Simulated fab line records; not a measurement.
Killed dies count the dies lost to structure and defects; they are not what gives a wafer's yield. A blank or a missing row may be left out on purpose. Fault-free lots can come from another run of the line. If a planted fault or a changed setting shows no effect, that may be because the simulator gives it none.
Matching of chambers :: flow n5Finfet :: 4 sister chambers for N5_BEOL_M14_DESCUM_15 on rieDiel-04
The step chemistry O2, time 7.9 s. 8 wafers are shown with their chamber, then 11 later ones without.

## EACH WAFER AND ITS CHAMBER
wafer: L081.2
chamber: 0
showerheadPlenumPTorr (Torr): 2.14
throttleValvePct (%): 20.42

wafer: L082.4
chamber: 0
showerheadPlenumPTorr (Torr): 2.14
throttleValvePct (%): 20.42

wafer: L086.5
chamber: 2
showerheadPlenumPTorr (Torr): 2.19
throttleValvePct (%): 20.65

wafer: L086.6
chamber: 3
showerheadPlenumPTorr (Torr): 2.05
throttleValvePct (%): 20.44

wafer: L088.1
chamber: 1
showerheadPlenumPTorr (Torr): 2.13
throttleValvePct (%): 20.29

wafer: L088.2
chamber: 2
showerheadPlenumPTorr (Torr): 2.19
throttleValvePct (%): 20.66

wafer: L088.3
chamber: 3
showerheadPlenumPTorr (Torr): 2.04
throttleValvePct (%): 20.44

wafer: L089.2
chamber: 1
showerheadPlenumPTorr (Torr): 2.13
throttleValvePct (%): 20.30

## WAFERS WITH NO CHAMBER GIVEN
wafer: L089.4
showerheadPlenumPTorr (Torr): 2.18
throttleValvePct (%): 20.67

wafer: L089.6
showerheadPlenumPTorr (Torr): 2.14
throttleValvePct (%): 20.47

wafer: L095.1
showerheadPlenumPTorr (Torr): 2.13
throttleValvePct (%): 20.45

wafer: L095.2
showerheadPlenumPTorr (Torr): 2.13
throttleValvePct (%): 20.30

wafer: L095.4
showerheadPlenumPTorr (Torr): 2.18
throttleValvePct (%): 20.67

wafer: L094.2
showerheadPlenumPTorr (Torr): 2.13
throttleValvePct (%): 20.31

wafer: L094.3
showerheadPlenumPTorr (Torr): 2.04
throttleValvePct (%): 20.47

wafer: L094.5
showerheadPlenumPTorr (Torr): 2.13
throttleValvePct (%): 20.32

wafer: L093.1
showerheadPlenumPTorr (Torr): 2.04
throttleValvePct (%): 20.47

wafer: L093.5
showerheadPlenumPTorr (Torr): 2.18
throttleValvePct (%): 20.67

wafer: L093.6
showerheadPlenumPTorr (Torr): 2.13
throttleValvePct (%): 20.32

## CHAMBER TAKEN BY EACH
wafer: L089.4
from the rows above: 2
in truth: 2

wafer: L089.6
from the rows above: 0
in truth: 0

wafer: L095.1
from the rows above: 0
in truth: 0

wafer: L095.2
from the rows above: 1
in truth: 1

wafer: L095.4
from the rows above: 2
in truth: 2

wafer: L094.2
from the rows above: 1
in truth: 1

wafer: L094.3
from the rows above: 3
in truth: 3

wafer: L094.5
from the rows above: 1
in truth: 1

wafer: L093.1
from the rows above: 3
in truth: 3

wafer: L093.5
from the rows above: 2
in truth: 2

wafer: L093.6
from the rows above: 1
in truth: 1
Correctly placed: 11 of 11. From these rows, 0 cannot be placed. Wrongly placed: 0.
How it was worked out, from the rows above alone: a wafer's distance from a chamber is the root of the sum, over the readings, of the square of ((its reading less the chamber's mean) divided by the reading's scatter). The wafer belongs to the nearest chamber; if the next one is less than 2 further off, it can't be placed. Each chamber's mean is taken over the wafers shown for it. The scatter: take each reading less its chamber's mean, square it, sum over the shown wafers, divide by the number of wafers less the number of chambers, and take the root.
